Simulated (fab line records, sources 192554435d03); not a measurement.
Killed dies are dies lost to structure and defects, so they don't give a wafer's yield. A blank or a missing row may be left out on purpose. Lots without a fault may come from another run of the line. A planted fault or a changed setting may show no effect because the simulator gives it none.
Which tool did it? | flow n5_finfet | 10 lots, 29 wafers sampled, at 6 steps of a route of 1938

WHAT THE GAUGES READ, wafer by wafer
N5_BEOL_M4_RC_MEAS_101.
lot  | measured     | on        | DIBL_N (mV/V)
L157 | day 7 20:41  | prober-01 | 35.0 32.8 33.8
L159 | day 8 00:55  | prober-02 | 36.3 35.1 32.8
L160 | day 9 02:25  | prober-02 | 33.3 36.6 34.8
L162 | day 9 03:22  | prober-01 | 38.7 36.1 33.1
L164 | day 9 22:17  | prober-01 | 36.5 34.2 35.0
L168 | day 10 14:30 | prober-01 | 38.5 32.9 37.7
L169 | day 11 07:55 | prober-01 | 34.9 35.5
L170 | day 11 13:40 | prober-02 | 35.7 32.8 36.7
L175 | day 12 00:15 | prober-02 | 38.2 38.3 37.3
L174 | day 12 02:56 | prober-02 | 37.0 37.4 36.6

WHICH TOOL RAN EACH LOT (tool, then ch and the chambers of the sampled wafers, then the start)
lot  | N5_BEOL_M4_PECVD_72             | N5_BEOL_M4_ANNEAL_80         | N5_BEOL_M4_SPUTTER_86        | N5_BEOL_M4_SPUTTER_88        | N5_BEOL_M4_CMP_52
L157 | pecvd-01 ch 0,1, day 7 12:13    | pvd_sputter-02, day 7 17:58  | pvd_sputter-02, day 7 18:20  | pvd_sputter-02, day 7 18:33  | cmp-01 ch 0,1,2, day 7 19:58
L159 | pecvd-03 ch 0,1, day 7 15:05    | pvd_sputter-02, day 7 22:03  | pvd_sputter-02, day 7 22:25  | pvd_sputter-02, day 7 22:38  | cmp-02 ch 0,2, day 8 00:01
L160 | pecvd-03 ch 0,1, day 8 15:45    | pvd_sputter-03, day 8 23:31  | pvd_sputter-03, day 8 23:52  | pvd_sputter-03, day 9 00:05  | cmp-04 ch 0,1,3, day 9 01:32
L162 | pecvd-01 ch 1,2, day 8 19:52    | pvd_sputter-01, day 9 00:37  | pvd_sputter-01, day 9 00:59  | pvd_sputter-01, day 9 01:12  | cmp-02 ch 0,1,3, day 9 02:39
L164 | pecvd-03 ch 0,1,2, day 9 06:29  | pvd_sputter-03, day 9 19:43  | pvd_sputter-03, day 9 20:05  | pvd_sputter-03, day 9 20:18  | cmp-01 ch 0,1,2, day 9 21:41
L168 | pecvd-01 ch 0,1,2, day 10 02:44 | pvd_sputter-01, day 10 11:56 | pvd_sputter-01, day 10 12:18 | pvd_sputter-01, day 10 12:31 | cmp-01 ch 0,2, day 10 13:53
L169 | pecvd-03 ch 0,2, day 10 19:48   | pvd_sputter-02, day 11 04:48 | pvd_sputter-02, day 11 05:08 | pvd_sputter-02, day 11 05:21 | cmp-04 ch 2,3, day 11 06:50
L170 | pecvd-04 ch 1,2, day 11 02:19   | pvd_sputter-02, day 11 11:07 | pvd_sputter-02, day 11 11:28 | pvd_sputter-02, day 11 11:41 | cmp-01 ch 0,1,2, day 11 13:04
L175 | pecvd-01 ch 0,1, day 11 13:56   | pvd_sputter-02, day 11 21:19 | pvd_sputter-02, day 11 21:40 | pvd_sputter-02, day 11 21:53 | cmp-02 ch 1,2,3, day 11 23:20
L174 | pecvd-01 ch 0,2, day 11 14:48   | pvd_sputter-01, day 12 00:22 | pvd_sputter-01, day 12 00:44 | pvd_sputter-01, day 12 00:57 | cmp-04 ch 0,2,3, day 12 02:22
- N5_BEOL_M4_PECVD_72: deposits SiO2 from TEOS/O2, target thk 16 nm, time 18 s.
- N5_BEOL_M4_ANNEAL_80: time 240 s.
- N5_BEOL_M4_SPUTTER_86: material Cu, target thk 4.5 nm, time 8.29 s.
- N5_BEOL_M4_SPUTTER_88: material Cu, target thk 4.5 nm, time 8.29 s.
- N5_BEOL_M4_CMP_52: polishes, stops on SiOC, t overpolish 6.8 s, target thk 40 nm.

THE ANSWER, worked out from the rows above alone
Rule: what is usual is taken from the lots themselves. Put in order of their means at a reading, lots are off if they are a third of the lots or fewer, leave a main group of 4 or more, and stand apart from it by a gap of 3 or more times the standard deviation of the main group's means; of several such gaps the widest counts. A main group whose means are all the same, to the digits that the tables above print for the reading, isn't used. A lot without any number at a reading at which 4 lots or more have one is off too. The other lots that the step has rows for count as sound.
No lot is off at any reading shown: from this, nothing can be told.

WHAT THE SIMULATOR HAD PUT IN
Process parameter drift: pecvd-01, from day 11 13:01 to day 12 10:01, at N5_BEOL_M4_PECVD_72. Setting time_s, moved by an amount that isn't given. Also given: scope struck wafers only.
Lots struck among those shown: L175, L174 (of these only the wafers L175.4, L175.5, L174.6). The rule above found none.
